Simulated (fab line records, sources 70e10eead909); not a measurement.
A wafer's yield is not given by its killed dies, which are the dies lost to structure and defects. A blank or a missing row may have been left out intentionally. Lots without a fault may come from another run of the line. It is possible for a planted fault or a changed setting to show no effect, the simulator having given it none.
A struck lot beside a sound one / flow nand_harc / 17 steps out of a route of 1159
Sound: wafers L686.1, L686.4, L686.6. Struck: wafers L700.1, L700.2, L700.5. The cause is given at the end.
At each step with rows: each side's tool, then ch and its chambers, then its first start. Under that, the readings that differ: sound wafers / struck wafers / difference of the means / sigmas: that difference in standard deviations of wafers without a fault.
alike: words and numbers the same on both sides, and readings whose means are apart by under 2 such deviations; not compared: readings that were withheld, readings missing a value for some wafer, numbers with overlapping values and no deviation given by the record, and bounds like >300 which may hide the same value.
A row with sigmas, a row that says differs or no value, or rows on one side alone: a step with any of these is where the two part. Non-overlapping numbers with no deviation appear without sigmas and do not part them. Lack of a reading on every wafer of one side parts them only where that side has two or more wafers.

first, 2 steps without rows for these wafers: NHARC_P_STI_SRD_39; NHARC_P_STI_OXIDE_40 (material SiO2, target thk 10 nm, ox time 1362 s).
NHARC_P_STI_INSPECT_25:
  struck on defect_inspect-01, day 7 17:20; sound on defect_inspect-02, day 4 06:45
  alike: raw_defect_count
then, 9 steps without rows for these wafers: NHARC_P_GATE_ETCH_69 (etches SiO2 in dHF, target depth 14 nm); NHARC_P_GATE_PRECLEAN_70 (cleans in SC1); NHARC_P_GATE_SRD_01; NHARC_P_GATE_OXIDE_02 (material SiO2, target thk 37.5 nm, ox time 365 s); NHARC_P_GATE_DEHYDRATE_03 (time 120 s); NHARC_P_GATE_HMDS_04 (time 30 s); NHARC_P_GATE_COAT_05; NHARC_P_GATE_SOFTBAKE_06 (time 95 s); NHARC_P_GATE_EBR_07.
NHARC_P_GATE_EXPOSE_08: exposes mask P HV.
  sound on krf_scanner-03 ch 0, day 4 17:25; struck on krf_scanner-02 ch 0, day 8 01:13
reading=mask; sound=P_HV#0 P_HV#0 P_HV#0; struck=P_NSD#0 P_NSD#0 P_NSD#0; difference=differs; sigmas=
  alike: reticle_temp_C
then, 2 steps without rows for these wafers: NHARC_P_GATE_PEB_09 (peb time 85 s); NHARC_P_GATE_DEVELOP_10 (time 70 s).
NHARC_P_GATE_CD_MEAS_11: the cd target is 1640 nm.
  sound on cd_sem-01 ch 0, day 4 17:34; struck on cd_sem-03 ch 0, day 8 01:22
reading=cd_nm (nm); sound=1640.4 1640.7 1640.3; struck=- - -; difference=no value on the struck wafers; sigmas=
then, 1 step without rows for these wafers: NHARC_P_GATE_HARDBAKE_12 (time 80 s).

== WHERE THEY PART ==
First at NHARC_P_GATE_EXPOSE_08; last, within this record, at NHARC_P_GATE_CD_MEAS_11.

WHY: what had been put in by the simulator
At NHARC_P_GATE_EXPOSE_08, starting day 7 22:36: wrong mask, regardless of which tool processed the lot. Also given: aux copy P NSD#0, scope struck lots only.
